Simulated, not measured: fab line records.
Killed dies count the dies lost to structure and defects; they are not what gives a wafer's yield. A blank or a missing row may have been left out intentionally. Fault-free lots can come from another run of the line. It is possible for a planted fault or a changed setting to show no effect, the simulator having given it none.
Chamber matching | flow n5 finfet | 4 sister chambers for N5_MOL_CONTACT_COAG_ETCH_66 on rie diel-06
The step etches SiARC in CF4, target depth 13 nm, time 21.7 s. 4 wafers are shown with their chamber, then 8 later ones without.

== EACH WAFER AND ITS CHAMBER ==
wafer  | chamber | drypump motor current A (A)
L082.4 | 2       | 6.2
L086.3 | 0       | 5.9
L086.4 | 3       | 6.7
L087.3 | 1       | 5.2

== WAFERS WHOSE CHAMBER IS MISSING ==
wafer  | drypump motor current A (A)
L087.4 | 5.9
L087.5 | 6.8
L088.3 | 5.2
L088.5 | 5.9
L088.6 | 5.2
L091.3 | 5.9
L091.4 | 6.8
L091.5 | 6.2

== EACH ONE'S CHAMBER ==
wafer  | from the rows above | in truth
L087.4 | 0                   | 0
L087.5 | 3                   | 3
L088.3 | 1                   | 1
L088.5 | 0                   | 0
L088.6 | 1                   | 1
L091.3 | 0                   | 0
L091.4 | 3                   | 3
L091.5 | 2                   | 2
Placed correctly: 8 of 8. Left unplaced by these rows: 0. 0 placed wrongly.
How it was worked out, from the rows above alone: a wafer's distance from a chamber is the root of the sum, over the readings, of the square of ((its reading less the chamber's mean) divided by the reading's scatter). The wafer belongs to the nearest chamber; if the next one is less than 2 further off, it can't be placed. The mean given for a chamber averages the wafers shown for that chamber. The scatter: with one shown wafer a chamber, the root of the mean of the squares of how far each hidden wafer lies from its nearest shown one.
